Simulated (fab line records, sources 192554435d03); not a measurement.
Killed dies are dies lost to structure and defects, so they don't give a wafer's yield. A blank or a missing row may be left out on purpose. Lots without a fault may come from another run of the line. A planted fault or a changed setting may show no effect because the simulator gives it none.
fab line records | flow n5_finfet
record lots=23 wafers=69 last_day=17
route steps=1938 shown BEOL_M1@840 BEOL_M2@858
lots that met no fault: from a run of the same line without faults
start_h: hours from the record's first day to the start of the lot's first wafer shown | wait_h: hours since the lot's step before | " the same as in the row above | L1.1+2: a row that stands for several wafers | - no value, or no start given | * or withheld: withheld | < > ~ a bound
route shown NAME@n: a module of which the file shows steps, and the number in the route of the first | usual: mean/standard deviation of fault-free wafers | same: alike in all rows | chamber/n: place in a boat | sites: the reading at each site | _std_site: their standard deviation | _edge_site: outer sites' mean less inner sites' | radius_mm: how far each site lies from the wafer's centre | mask NAME#n: copy n | behind: the tool/chamber that last shaped the wafer | hold: why the lot was held/for how many hours/how that ended | device: the transistor (n, p or np) that didn't switch | end of line: the same wafers' tests at the end of the route | a step without rows: its recipe alone | killed: dies lost to structure and defects at the first sort, not the wafer's yield | map: a wafer's dies, x killed, . not, _ none there
set.NAME: the setting as run; set.NAME@STEP: as run at that earlier step | model.NAME: the simulator's own value behind a step, which no gauge read
steps of the route over a sample of lots; a table a step, a row a wafer
services: from which hour (start_h, from the record's first day; less than 0 if before it) a tool's chamber was out of use, for how many hours, and why
## steps
# step N5_BEOL_M1_INSPECT_59
# recipe inspect_instrument=darkfield mode=post_dep
# usual raw_defect_count=71/27
# columns lot.wafer tool chamber start_h wait_h raw_defect_count
L074.2 defect_inspect-01 - 135.51 0.0 57
L074.3 " - " " 45
L074.5 " - " " 72
L076.1 defect_inspect-01 - 139.25 0.0 118
L076.3 " - " " 134
L076.5 " - " " 94
L075.1 defect_inspect-02 - 141.66 0.0 34
L075.3 " - " " 57
L075.5 " - " " 25
L077.1 defect_inspect-02 - 147.07 0.0 48
L077.3 " - " " 50
L077.6 " - " " 37
L078.1 defect_inspect-01 - 161.62 0.0 34
L078.3 " - " " 89
L078.6 " - " " 52
L079.1 defect_inspect-01 - 166.05 0.0 53
L079.3 " - " " 104
L079.6 " - " " 80
L080.1 defect_inspect-01 - 169.44 0.0 90
L080.3 " - " " 77
L080.5 " - " " 79
L081.2 defect_inspect-01 - 174.20 0.0 156
L081.3 " - " " 67
L081.5 " - " " 76
L082.1 defect_inspect-01 - 181.84 0.0 92
L082.2 " - " " 90
L082.3 " - " " 54
L083.2 defect_inspect-02 - 184.75 0.0 77
L083.4 " - " " 45
L083.5 " - " " 82
L084.2 defect_inspect-01 - 188.10 0.0 44
L084.3 " - " " 89
L084.5 " - " " 66
L085.3 defect_inspect-02 - 198.74 0.0 100
L085.4 " - " " 72
L085.6 " - " " 57
L086.1 defect_inspect-02 - 206.56 0.0 35
L086.3 " - " " 67
L086.4 " - " " 60
L087.1 defect_inspect-02 - 208.63 0.0 69
L087.3 " - " " 140
L087.6 " - " " 119
L088.1 defect_inspect-01 - 222.01 0.0 85
L088.3 " - " " 79
L088.5 " - " " 49
L089.4 defect_inspect-01 - 224.06 0.0 84
L089.5 " - " " 105
L089.6 " - " " 98
L091.2 defect_inspect-01 - 228.39 0.0 90
L091.3 " - " " 105
L091.4 " - " " 79
L093.2 defect_inspect-01 - 256.52 0.0 68
L093.4 " - " " 65
L093.5 " - " " 56
L092.2 defect_inspect-02 - 257.03 0.0 119
L092.5 " - " " 47
L092.6 " - " " 39
L095.1 defect_inspect-02 - 260.34 0.0 57
L095.3 " - " " 57
L095.4 " - " " 63
L094.1 defect_inspect-02 - 260.86 0.0 45
L094.4 " - " " 53
L094.6 " - " " 71
L096.1 defect_inspect-02 - 271.11 0.0 54
L096.3 " - " " 44
L096.4 " - " " 77
L097.2 defect_inspect-02 - 273.22 0.0 55
L097.5 " - " " 65
L097.6 " - " " 84
# step N5_BEOL_M2_ETCH_74
# recipe chemistry=N2/H2 target=underlayer target_depth_a=65 mask_material=CAR-EUV time_s=5.2 ion_energy_ev=200 pressure_mtorr=30 source_w=840 bias_w=150 n2_flow_sccm=200 h2_flow_sccm=200 ends=cleared
# usual drypump_motor_current_A=5.6/0.6 etch_rf_on_time_s=5.13/0.14 n2_flow_sccm=200.0/0.58 oes_product_au=0.69/0.086 rf_vpp_V=524.2/2.8 showerhead_plenum_p_Torr=2.56/0.095 throttle_valve_pct=17.90/0.26
# columns lot.wafer tool chamber start_h wait_h drypump_motor_current_A etch_rf_on_time_s n2_flow_sccm oes_product_au rf_hours_counter_h rf_vpp_V showerhead_plenum_p_Torr throttle_valve_pct
L074.2 rie_diel-06 2 138.14 0.0 5.1 5.27 200.0 0.69 73 525.6 2.70 17.67
L074.3 " 0 " " 6.3 5.13 199.6 0.59 230 521.2 2.52 18.29
L074.5 " 2 " " 5.1 5.19 201.1 0.68 - 526.0 2.70 17.67
L076.1 rie_diel-05 2 140.57 0.0 5.3 5.24 199.7 0.74 32 523.9 2.58 17.42
L076.3 " 0 " " 4.8 4.96 200.3 0.61 227 521.6 2.41 18.07
L076.5 " 0 " " 4.8 4.96 198.9 0.60 - 520.4 2.41 18.09
L075.1 rie_diel-05 1 143.84 0.0 5.3 5.09 199.6 0.58 240 519.9 2.40 18.35
L075.3 " 0 " " 4.8 4.95 199.9 0.60 229 520.2 2.41 18.08
L075.5 " 0 " " 4.8 4.90 200.2 0.60 - 520.4 2.41 18.08
L077.1 rie_diel-06 1 147.95 0.0 4.8 5.25 199.9 0.61 196 522.8 2.51 17.90
L077.3 " 3 " " 5.9 5.19 200.2 0.69 84 523.4 2.58 17.79
L077.6 " 1 " " 4.8 5.21 200.5 0.61 - 526.3 2.51 17.89
L078.1 rie_diel-05 3 162.96 0.0 6.3 5.02 200.1 0.84 3 526.3 2.62 17.71
L078.3 " 2 " " 5.3 5.17 199.5 0.74 42 527.8 2.58 17.43
L078.6 " 0 " " 4.8 4.92 200.6 0.59 - 520.6 2.41 18.08
L079.1 rie_diel-04 0 168.99 0.0 6.6 5.13 200.4 0.64 179 526.4 2.64 17.90
L079.3 " 3 " " 6.2 5.29 199.4 0.65 120 521.5 2.45 18.19
L079.6 " 0 " " 6.7 5.15 199.5 0.63 - 525.6 2.64 17.88
L080.1 rie_diel-06 2 170.49 0.0 5.1 5.18 200.3 0.67 86 525.8 2.69 17.72
L080.3 " 3 " " 5.9 5.23 199.8 0.68 93 524.1 2.57 17.80
L080.5 " 0 " " 6.2 5.24 199.8 0.58 - 524.3 2.51 18.31
L081.2 rie_diel-05 2 175.18 0.0 5.3 5.30 200.2 0.74 47 525.2 2.58 17.44
L081.3 " 0 " " 4.8 4.98 201.3 0.59 241 516.9 2.40 18.09
L081.5 " 2 " " 5.3 5.22 198.7 0.74 - 523.6 2.58 17.45
L082.1 rie_diel-05 3 183.40 0.0 6.4 5.01 199.8 0.82 11 525.8 2.61 17.75
L082.2 " 0 " " 4.8 4.93 199.8 0.59 244 519.7 2.40 18.12
L082.3 " 2 " " 5.3 5.22 200.8 0.72 49 526.3 2.58 17.43
L083.2 rie_diel-06 0 188.14 0.0 6.3 5.24 200.3 0.59 246 522.6 2.51 18.31
L083.4 " 3 " " 5.9 5.25 200.4 0.67 99 523.7 2.57 17.85
L083.5 " 3 " " 5.9 5.21 200.7 0.68 - 525.6 2.57 17.82
L084.2 rie_diel-04 2 190.42 0.0 5.7 5.27 199.9 0.83 3 523.3 2.49 17.66
L084.3 " 1 " " 5.9 4.98 199.9 0.60 242 525.9 2.60 18.41
L084.5 " 1 " " 5.9 4.96 200.1 0.60 - 528.5 2.60 18.42
L085.3 rie_diel-04 0 200.41 0.0 6.7 5.17 200.9 0.63 192 525.9 2.63 17.93
L085.4 " 1 " " 5.9 5.01 200.5 0.60 246 526.8 2.60 18.40
L085.6 " 3 " " 6.2 5.34 200.9 0.64 - 519.5 2.44 18.20
L086.1 rie_diel-06 3 208.64 0.0 5.9 5.16 199.7 0.68 108 525.6 2.57 17.85
L086.3 " 2 " " 5.1 5.21 200.4 0.66 100 525.3 2.68 17.72
L086.4 " 3 " " 5.9 5.18 199.9 0.67 - 522.7 2.57 17.83
L087.1 rie_diel-05 2 209.65 0.0 5.3 5.27 200.5 0.71 59 522.7 2.57 17.45
L087.3 " 3 " " 6.3 5.00 199.4 0.79 20 526.5 2.61 17.76
L087.6 " 3 " " 6.3 5.00 200.5 0.78 - 526.3 2.61 17.76
L088.1 rie_diel-05 1 224.02 0.0 5.4 4.94 200.5 0.81 14 527.0 2.71 17.98
L088.3 " 0 " " 4.8 4.79 201.1 0.88 4 530.4 2.72 17.77
L088.5 " 2 " " 5.3 5.20 199.8 0.72 - 526.1 2.57 17.45
L089.4 rie_diel-05 0 224.82 0.0 4.8 4.80 198.8 0.88 4 527.2 2.72 17.77
L089.5 " 0 " " 4.8 4.86 199.7 0.87 - 529.5 2.72 17.73
L089.6 " 1 " " 5.3 5.00 199.6 0.81 - 529.8 2.72 17.98
L091.2 rie_diel-04 2 231.00 0.0 5.7 5.25 200.2 0.80 19 522.8 2.48 17.67
L091.3 " 0 " " 6.7 5.02 200.1 0.63 203 527.1 2.63 17.92
L091.4 " 0 " " 6.7 5.10 200.2 0.62 - 527.2 2.63 17.92
L093.2 rie_diel-04 0 257.71 0.0 6.7 5.11 199.3 0.62 213 525.8 2.63 17.94
L093.4 " 2 " " 5.7 5.31 199.0 0.77 29 520.2 2.48 17.73
L093.5 " 2 " " 5.6 5.29 200.8 0.76 - 521.6 2.48 17.69
L092.2 rie_diel-06 1 257.98 0.0 4.8 5.21 200.4 0.59 236 523.4 2.49 17.96
L092.5 " 2 " " 5.1 5.15 199.4 0.64 - 524.7 2.68 17.76
L092.6 " 1 " " 4.8 5.20 200.3 0.59 - 523.0 2.49 17.97
L095.1 rie_diel-06 3 261.26 0.0 5.9 5.22 199.3 0.66 127 523.3 2.56 17.86
L095.3 " 1 " " 4.8 5.25 199.9 0.58 238 523.5 2.49 17.96
L095.4 " 0 " " 6.3 5.09 200.8 0.81 10 521.7 2.50 17.86
L094.1 rie_diel-05 0 265.77 0.0 4.8 4.80 200.1 0.84 21 529.8 2.71 17.80
L094.4 " 1 " " 5.3 5.00 200.1 0.79 - 529.0 2.71 18.00
L094.6 " 2 " " 5.3 5.15 199.9 0.70 - 523.9 2.56 17.50
L096.1 rie_diel-04 2 273.92 0.0 5.7 5.30 199.8 0.75 35 523.9 2.47 17.70
L096.3 " 1 " " 5.9 4.95 198.9 0.82 11 523.8 2.59 17.95
L096.4 " 3 " " 6.2 5.22 200.8 0.63 159 520.6 2.43 18.25
L097.2 rie_diel-06 1 274.54 0.0 4.8 5.17 199.3 0.59 242 520.4 2.49 17.97
L097.5 " 1 " " 4.8 5.18 199.4 0.57 - 521.8 2.49 17.98
L097.6 " 0 " " 6.2 5.06 200.6 0.80 - 521.7 2.50 17.89
# step N5_BEOL_M2_ETCH_64
# recipe chemistry=N2/H2 target=SOC target_depth_a=750 overetch_a=225 mask_material=SiARC temp_c=40 time_s=121.9 ion_energy_ev=200 pressure_mtorr=30 source_w=840 bias_w=150 n2_flow_sccm=200 h2_flow_sccm=200
# usual drypump_motor_current_A=5.6/0.6 n2_flow_sccm=200.0/0.63 oes_product_au=0.61/0.073 rf_vpp_V=524.3/2.7 showerhead_plenum_p_Torr=2.56/0.095 throttle_valve_pct=17.85/0.26
# columns lot.wafer tool chamber start_h wait_h drypump_motor_current_A n2_flow_sccm oes_product_au rf_hours_counter_h rf_vpp_V showerhead_plenum_p_Torr throttle_valve_pct
L074.2 rie_diel-06 2 138.19 0.0 5.1 200.2 0.62 73 528.1 2.70 17.62
L074.3 " 0 " " 6.3 200.5 0.53 230 524.2 2.52 18.23
L074.5 " 2 " " 5.1 199.6 0.61 - 529.0 2.69 17.63
L076.1 rie_diel-05 2 140.61 0.0 5.3 200.7 0.67 32 525.3 2.59 17.37
L076.3 " 0 " " 4.8 199.8 0.52 227 520.7 2.41 18.02
L076.5 " 0 " " 4.8 199.7 0.53 - 519.7 2.41 18.03
L075.1 rie_diel-05 1 143.88 0.0 5.3 199.9 0.52 240 518.4 2.41 18.27
L075.3 " 0 " " 4.8 199.3 0.52 229 521.2 2.41 18.02
L075.5 " 0 " " 4.8 198.7 0.52 - 519.6 2.41 18.03
L077.1 rie_diel-06 1 147.99 0.0 4.8 200.0 0.54 196 523.5 2.51 17.86
L077.3 " 3 " " 5.9 200.0 0.61 84 524.7 2.58 17.76
L077.6 " 1 " " 4.8 199.5 0.55 - 522.6 2.51 17.85
L078.1 rie_diel-05 3 163.00 0.0 6.3 200.7 0.74 3 525.0 2.62 17.67
L078.3 " 2 " " 5.3 199.9 0.66 42 523.5 2.58 17.39
L078.6 " 0 " " 4.8 200.1 0.52 - 519.9 2.40 18.04
L079.1 rie_diel-04 0 169.04 0.0 6.7 198.9 0.56 179 527.5 2.64 17.85
L079.3 " 3 " " 6.2 200.7 0.59 120 521.3 2.45 18.14
L079.6 " 0 " " 6.7 199.2 0.56 - 526.3 2.64 17.84
L080.1 rie_diel-06 2 170.54 0.0 5.1 200.1 0.60 86 528.0 2.69 17.66
L080.3 " 3 " " 5.9 200.7 0.61 93 524.6 2.57 17.77
L080.5 " 0 " " 6.3 199.2 0.53 - 520.7 2.51 18.27
L081.2 rie_diel-05 2 175.23 0.0 5.3 198.6 0.66 47 527.1 2.58 17.40
L081.3 " 0 " " 4.8 200.8 0.52 241 520.2 2.40 18.06
L081.5 " 2 " " 5.3 199.8 0.65 - 524.1 2.58 17.40
L082.1 rie_diel-05 3 183.44 0.0 6.4 199.5 0.72 11 523.3 2.61 17.69
L082.2 " 0 " " 4.8 199.2 0.52 244 519.4 2.40 18.08
L082.3 " 2 " " 5.3 200.8 0.65 49 525.4 2.58 17.39
L083.2 rie_diel-06 0 188.19 0.0 6.2 201.4 0.52 246 522.0 2.51 18.27
L083.4 " 3 " " 5.9 198.8 0.60 99 523.2 2.57 17.79
L083.5 " 3 " " 5.9 199.7 0.61 - 524.4 2.57 17.77
L084.2 rie_diel-04 2 190.47 0.0 5.7 199.8 0.74 3 523.6 2.49 17.61
L084.3 " 1 " " 5.9 199.9 0.53 242 524.2 2.60 18.37
L084.5 " 1 " " 5.9 200.5 0.53 - 525.3 2.60 18.38
L085.3 rie_diel-04 0 200.46 0.0 6.7 199.3 0.55 192 525.4 2.63 17.86
L085.4 " 1 " " 5.8 199.6 0.52 246 526.4 2.60 18.38
L085.6 " 3 " " 6.2 199.6 0.58 - 520.5 2.44 18.17
L086.1 rie_diel-06 3 208.69 0.0 5.9 200.1 0.60 108 524.6 2.57 17.80
L086.3 " 2 " " 5.1 201.2 0.60 100 528.9 2.68 17.68
L086.4 " 3 " " 5.9 199.8 0.60 - 525.0 2.57 17.81
L087.1 rie_diel-05 2 209.69 0.0 5.3 200.4 0.64 59 526.1 2.57 17.41
L087.3 " 3 " " 6.3 200.4 0.69 20 526.1 2.61 17.71
L087.6 " 3 " " 6.3 200.1 0.68 - 525.8 2.61 17.72
L088.1 rie_diel-05 1 224.07 0.0 5.3 200.3 0.71 14 528.4 2.72 17.94
L088.3 " 0 " " 4.8 199.0 0.75 4 527.7 2.72 17.71
L088.5 " 2 " " 5.3 199.6 0.63 - 525.1 2.57 17.44
L089.4 rie_diel-05 0 224.87 0.0 4.8 200.5 0.75 4 527.4 2.72 17.70
L089.5 " 0 " " 4.8 200.8 0.74 - 529.3 2.72 17.72
L089.6 " 1 " " 5.3 198.8 0.70 - 528.4 2.71 17.92
L091.2 rie_diel-04 2 231.05 0.0 5.7 199.1 0.70 19 522.8 2.48 17.63
L091.3 " 0 " " 6.7 200.6 0.55 203 526.6 2.63 17.89
L091.4 " 0 " " 6.7 200.7 0.55 - 527.1 2.63 17.90
L093.2 rie_diel-04 0 257.76 0.0 6.7 199.9 0.55 213 525.5 2.63 17.91
L093.4 " 2 " " 5.7 200.2 0.68 29 521.0 2.48 17.66
L093.5 " 2 " " 5.7 200.2 0.69 - 524.1 2.48 17.66
L092.2 rie_diel-06 1 258.02 0.0 4.8 199.1 0.52 236 523.3 2.49 17.93
L092.5 " 2 " " 5.1 199.6 0.58 - 527.8 2.68 17.69
L092.6 " 1 " " 4.8 200.5 0.52 - 524.3 2.49 17.92
L095.1 rie_diel-06 3 261.31 0.0 5.9 200.6 0.59 127 523.9 2.56 17.83
L095.3 " 1 " " 4.8 201.5 0.52 238 523.9 2.49 17.92
L095.4 " 0 " " 6.2 200.3 0.70 10 522.0 2.50 17.81
L094.1 rie_diel-05 0 265.82 0.0 4.8 200.8 0.70 21 528.8 2.71 17.73
L094.4 " 1 " " 5.3 200.2 0.68 - 529.8 2.71 17.95
L094.6 " 2 " " 5.3 199.3 0.62 - 524.3 2.56 17.46
L096.1 rie_diel-04 2 273.97 0.0 5.7 200.0 0.68 35 522.6 2.47 17.65
L096.3 " 1 " " 5.9 200.3 0.70 11 524.6 2.59 17.91
L096.4 " 3 " " 6.2 201.4 0.56 159 519.9 2.43 18.21
L097.2 rie_diel-06 1 274.59 0.0 4.8 200.4 0.52 242 521.9 2.49 17.95
L097.5 " 1 " " 4.8 199.5 0.53 - 522.7 2.49 17.95
L097.6 " 0 " " 6.2 199.9 0.70 - 522.9 2.50 17.84
# step N5_BEOL_M2_STRIP_19
# recipe chemistry=O2 power_w=400 temp_c=40 pressure_mtorr=30 rf_frequency_hz=6e+07 bias_power_w=0 overash_fraction=0.2 o2_flow_sccm=225
# usual drypump_motor_current_A=5.6/0.62 oes_product_au=0.81/0.096 rf_vpp_V=3.6/0.52 showerhead_plenum_p_Torr=2.12/0.08 throttle_valve_pct=16.68/0.25
# columns lot.wafer tool chamber start_h wait_h drypump_motor_current_A oes_product_au rf_hours_counter_h rf_vpp_V showerhead_plenum_p_Torr throttle_valve_pct
L074.2 rie_diel-06 0 138.48 0.1 6.2 0.70 230 3.8 2.05 17.02
L074.3 " 3 " " 5.9 0.83 79 4.4 2.12 16.61
L074.5 " 0 " " 6.3 0.69 - 4.8 2.05 17.03
L076.1 rie_diel-06 1 140.94 0.1 4.8 0.70 192 3.9 2.05 16.69
L076.3 " 0 " " 6.2 0.70 231 3.2 2.05 17.02
L076.5 " 2 " " 5.1 0.81 - 3.2 2.24 16.48
L075.1 rie_diel-06 0 144.17 0.1 6.2 0.70 232 3.2 2.05 17.02
L075.3 " 2 " " 5.1 0.82 75 4.3 2.24 16.47
L075.5 " 0 " " 6.2 0.70 - 3.5 2.05 17.01
L077.1 rie_diel-06 2 148.28 0.1 5.1 0.82 77 3.5 2.24 16.49
L077.3 " 1 " " 4.8 0.71 196 3.4 2.05 16.69
L077.6 " 2 " " 5.1 0.81 - 3.4 2.24 16.47
L078.1 rie_diel-05 2 163.38 0.2 5.3 0.89 42 5.1 2.14 16.31
L078.3 " 0 " " 4.8 0.66 236 3.6 2.00 17.01
L078.6 " 3 " " 6.3 0.98 - 2.9 2.14 16.42
L079.1 rie_diel-04 1 169.36 0.1 5.9 0.69 232 2.6 2.18 17.39
L079.3 " 3 " " 6.2 0.77 120 3.6 2.01 16.88
L079.6 " 1 " " 5.9 0.70 - 4.4 2.18 17.37
L080.1 rie_diel-05 3 170.92 0.2 6.3 0.97 6 3.7 2.14 16.43
L080.3 " 0 " " 4.8 0.67 239 3.5 2.00 17.04
L080.5 " 3 " " 6.3 0.97 - 3.1 2.14 16.43
L081.2 rie_diel-04 1 175.53 0.1 5.8 0.68 236 3.7 2.17 17.39
L081.3 " 0 " " 6.7 0.73 183 2.8 2.15 16.61
L081.5 " 3 " " 6.2 0.77 - 3.3 2.01 16.87
L082.1 rie_diel-05 0 183.73 0.1 4.8 0.67 244 4.0 2.00 17.02
L082.2 " 3 " " 6.4 0.96 11 3.0 2.14 16.46
L082.3 " 2 " " 5.3 0.89 50 3.6 2.13 16.32
L083.2 rie_diel-04 1 188.47 0.1 5.9 0.69 241 4.1 2.17 17.41
L083.4 " 2 " " 5.7 0.97 2 3.2 2.04 16.42
L083.5 " 1 " " 5.9 0.68 - 2.8 2.17 17.42
L084.2 rie_diel-06 0 190.75 0.1 6.2 0.69 247 3.6 2.05 17.08
L084.3 " 2 " " 5.1 0.79 93 3.9 2.23 16.50
L084.5 " 1 " " 4.8 0.70 - 4.3 2.05 16.73
L085.3 rie_diel-04 0 200.74 0.1 6.7 0.72 192 3.6 2.15 16.61
L085.4 " 2 " " 5.7 0.97 7 3.6 2.04 16.45
L085.6 " 0 " " 6.7 0.73 - 4.0 2.15 16.62
L086.1 rie_diel-06 3 208.97 0.1 5.8 0.81 108 3.3 2.11 16.67
L086.3 " 2 " " 5.1 0.79 101 4.4 2.23 16.52
L086.4 " 3 " " 5.8 0.80 - 3.2 2.11 16.69
L087.1 rie_diel-05 1 209.98 0.1 5.3 0.95 9 3.4 2.22 16.60
L087.3 " 2 " " 5.3 0.86 59 3.1 2.13 16.33
L087.6 " 3 " " 6.3 0.94 - 4.4 2.14 16.46
L088.1 rie_diel-05 3 224.35 0.1 6.3 0.91 27 2.9 2.13 16.47
L088.3 " 2 " " 5.3 0.85 66 2.7 2.13 16.34
L088.5 " 0 " " 4.8 0.97 - 2.6 2.26 16.63
L089.4 rie_diel-04 2 225.17 0.1 5.7 0.94 - 2.5 2.04 16.46
L089.5 " 0 " " 6.7 0.72 - 3.9 2.15 16.63
L089.6 " 3 " " 6.2 0.75 - 4.4 2.01 16.91
L091.2 rie_diel-06 2 231.34 0.1 5.1 0.78 110 2.7 2.22 16.52
L091.3 " 1 " " 4.8 0.69 228 3.4 2.04 16.77
L091.4 " 2 " " 5.1 0.79 - 4.1 2.22 16.55
L093.2 rie_diel-05 2 258.04 0.1 5.3 0.84 79 3.3 2.12 16.38
L093.4 " 1 " " 5.4 0.89 - 3.4 2.21 16.66
L093.5 " 2 " " 5.3 0.84 - 3.8 2.12 16.36
L092.2 rie_diel-05 2 258.31 0.1 5.3 0.84 79 4.4 2.12 16.37
L092.5 " 0 " " 4.8 0.94 - 3.4 2.25 16.65
L092.6 " 1 " " 5.3 0.90 - 3.6 2.21 16.62
L095.1 rie_diel-06 1 261.76 0.3 4.8 0.68 238 5.0 2.04 16.77
L095.3 " 2 " " 5.1 0.77 119 4.1 2.22 16.56
L095.4 " 0 " " 6.2 0.95 10 4.1 2.04 16.58
L094.1 rie_diel-05 0 266.11 0.1 4.8 0.92 21 4.4 2.25 16.67
L094.4 " 0 " " 4.8 0.91 - 3.5 2.25 16.65
L094.6 " 1 " " 5.4 0.87 - 4.6 2.21 16.65
L096.1 rie_diel-05 0 274.34 0.2 4.8 0.91 25 3.3 2.25 16.67
L096.3 " 2 " " 5.3 0.82 87 3.0 2.12 16.39
L096.4 " 1 " " 5.3 0.88 - 3.7 2.21 16.66
L097.2 rie_diel-04 2 274.91 0.1 5.7 0.89 35 4.0 2.03 16.49
L097.5 " 0 " " 6.7 0.71 - 3.6 2.14 16.65
L097.6 " 3 " " 6.2 0.76 - 3.4 2.00 16.95
# step N5_BEOL_M2_CD_MEAS_35
# recipe target_cd_nm=18 target_cd_y_nm=22.2 polarity=opening
# usual cd_nm=18.1/0.44
# columns lot.wafer tool chamber start_h wait_h cd_nm
L074.2 cd_sem-03 - 146.48 0.0 17.8
L074.3 " - " " 17.4
L074.5 " - " " 17.1
L076.1 cd_sem-03 - 146.63 0.0 18.2
L076.3 " - " " 18.4
L076.5 " - " " 18.4
L075.1 cd_sem-01 - 151.82 0.0 18.1
L075.3 " - " " 17.8
L075.5 " - " " 18.3
L077.1 cd_sem-01 - 157.92 0.0 18.7
L077.3 " - " " 17.8
L077.6 " - " " 18.4
L078.1 cd_sem-01 - 165.16 0.0 18.1
L078.3 " - " " 18.1
L078.6 " - " " 18.1
L079.1 cd_sem-03 - 173.75 0.0 18.0
L079.3 " - " " 18.1
L079.6 " - " " 18.0
L080.1 cd_sem-01 - 178.98 0.0 17.7
L080.3 " - " " 17.8
L080.5 " - " " 16.9
L081.2 cd_sem-02 - 179.18 0.0 18.4
L081.3 " - " " 17.8
L081.5 " - " " 18.1
L082.1 cd_sem-03 - 196.36 0.0 18.8
L082.2 " - " " 18.0
L082.3 " - " " 19.1
L083.2 cd_sem-02 - 196.52 0.0 17.8
L083.4 " - " " 18.1
L083.5 " - " " 17.7
L084.2 cd_sem-02 - 197.39 0.0 18.5
L084.3 " - " " 17.8
L084.5 " - " " 18.2
L085.3 cd_sem-01 - 202.60 0.0 18.0
L085.4 " - " " 17.9
L085.6 " - " " 17.6
L086.1 cd_sem-03 - 213.50 0.0 18.1
L086.3 " - " " 18.0
L086.4 " - " " 18.3
L087.1 cd_sem-02 - 220.67 0.0 18.4
L087.3 " - " " 17.9
L087.6 " - " " 18.3
L088.1 cd_sem-01 - 226.84 0.0 18.7
L088.3 " - " " 18.6
L088.5 " - " " 18.1
L089.4 cd_sem-01 - 226.98 0.0 17.9
L089.5 " - " " 18.1
L089.6 " - " " 17.9
L091.2 cd_sem-03 - 236.85 0.0 17.9
L091.3 " - " " 17.8
L091.4 " - " " 17.4
L093.2 cd_sem-01 - 259.95 0.0 18.0
L093.4 " - " " 17.8
L093.5 " - " " 18.1
L092.2 cd_sem-02 - 260.01 0.0 18.5
L092.5 " - " " 18.2
L092.6 " - " " 18.2
L095.1 cd_sem-02 - 266.75 0.0 17.9
L095.3 " - " " 18.3
L095.4 " - " " 18.2
L094.1 cd_sem-01 - 273.41 0.0 17.7
L094.4 " - " " 18.9
L094.6 " - " " 17.9
L096.1 cd_sem-01 - 276.01 0.0 18.1
L096.3 " - " " 17.8
L096.4 " - " " 17.7
L097.2 cd_sem-03 - 276.68 0.0 18.9
L097.5 " - " " 19.2
L097.6 " - " " 19.0
# step N5_BEOL_M2_PRE_CLEAN_45
# recipe gas=H2/He time_s=30 temp_c=250
# usual heater_power_w=345/49 susceptor_temp_C=250.01/0.17
# columns lot.wafer tool chamber start_h wait_h heater_power_w susceptor_temp_C
L074.2 pvd_sputter-01 - 146.70 0.0 329 249.83
L074.3 " - " " 315 249.64
L074.5 " - " " 319 250.35
L076.1 pvd_sputter-03 - 146.71 0.0 340 250.10
L076.3 " - " " 278 249.93
L076.5 " - " " 423 250.29
L075.1 pvd_sputter-03 - 152.62 0.0 334 250.23
L075.3 " - " " 270 250.00
L075.5 " - " " 338 250.04
L077.1 pvd_sputter-02 - 158.00 0.0 234 249.90
L077.3 " - " " 322 250.13
L077.6 " - " " 420 249.85
L078.1 pvd_sputter-03 - 165.70 0.0 275 250.19
L078.3 " - " " 333 249.67
L078.6 " - " " 333 250.16
L079.1 pvd_sputter-01 - 173.91 0.0 381 249.99
L079.3 " - " " 326 249.99
L079.6 " - " " 332 249.83
L080.1 pvd_sputter-03 - 179.58 0.0 334 249.96
L080.3 " - " " 431 250.03
L080.5 " - " " 343 249.98
L081.2 pvd_sputter-01 - 179.72 0.0 316 249.91
L081.3 " - " " 326 250.07
L081.5 " - " " 324 250.01
L082.1 pvd_sputter-01 - 196.76 0.0 325 249.87
L082.2 " - " " 327 249.93
L082.3 " - " " 315 249.95
L083.2 pvd_sputter-01 - 196.84 0.0 325 249.97
L083.4 " - " " 380 249.97
L083.5 " - " " 338 250.10
L084.2 pvd_sputter-01 - 199.46 0.0 326 249.95
L084.3 " - " " 374 249.90
L084.5 " - " " 322 249.79
L085.3 pvd_sputter-01 - 203.00 0.0 327 249.86
L085.4 " - " " 358 250.14
L085.6 " - " " 377 250.13
L086.1 pvd_sputter-01 - 214.18 0.0 378 249.85
L086.3 " - " " 319 249.93
L086.4 " - " " 334 249.83
L087.1 pvd_sputter-03 - 221.02 0.0 353 249.80
L087.3 " - " " 336 249.97
L087.6 " - " " 332 250.20
L088.1 pvd_sputter-03 - 227.32 0.0 275 250.00
L088.3 " - " " 436 249.84
L088.5 " - " " 275 249.78
L089.4 pvd_sputter-02 - 227.44 0.0 313 249.82
L089.5 " - " " 413 249.71
L089.6 " - " " 310 249.95
L091.2 pvd_sputter-03 - 238.40 0.0 265 249.93
L091.3 " - " " 416 250.09
L091.4 " - " " 340 250.14
L093.2 pvd_sputter-03 - 260.03 0.0 342 250.08
L093.4 " - " " 274 249.76
L093.5 " - " " 334 249.88
L092.2 pvd_sputter-03 - 260.11 0.0 349 250.21
L092.5 " - " " 346 250.24
L092.6 " - " " 424 250.24
L095.1 pvd_sputter-03 - 267.32 0.0 328 250.10
L095.3 " - " " 347 250.12
L095.4 " - " " 274 250.08
L094.1 pvd_sputter-03 - 273.99 0.0 268 250.00
L094.4 " - " " 356 249.85
L094.6 " - " " 429 250.09
L096.1 pvd_sputter-03 - 276.12 0.0 271 249.99
L096.3 " - " " 353 249.86
L096.4 " - " " 435 249.81
L097.2 pvd_sputter-02 - 276.76 0.0 437 250.14
L097.5 " - " " 413 250.17
L097.6 " - " " 315 249.71
## services
# columns tool chamber start_h hours kind
pvd_sputter-02 - 127.15 4.5 repair
rie_diel-05 3 133.54 - clean
rie_diel-05 3 133.54 - consumable_replace:focus_ring
rie_diel-05 3 133.54 18.2 scheduled_down
rie_diel-05 3 133.54 18.2 vent_cycle
rie_diel-04 0 138.65 5.3 repair
pvd_sputter-01 - 141.51 3.1 repair
rie_diel-06 0 147.08 5.7 repair
pvd_sputter-01 - 151.78 1.0 repair
rie_diel-05 1 170.15 - clean
rie_diel-05 1 170.15 - consumable_replace:focus_ring
rie_diel-05 1 170.15 - consumable_replace:showerhead
rie_diel-05 1 170.15 17.4 scheduled_down
rie_diel-05 1 170.15 17.4 vent_cycle
pvd_sputter-01 - 194.09 0.8 repair
rie_diel-06 0 197.25 - clean
rie_diel-06 0 197.25 - consumable_replace:focus_ring
rie_diel-05 0 200.40 - clean
rie_diel-05 0 200.40 - consumable_replace:focus_ring
rie_diel-05 0 200.40 - consumable_replace:showerhead
rie_diel-05 0 200.40 14.8 scheduled_down
rie_diel-05 0 200.40 14.8 vent_cycle
rie_diel-04 1 235.62 8.8 repair
rie_diel-05 3 239.05 115.1 repair
## key
fault none
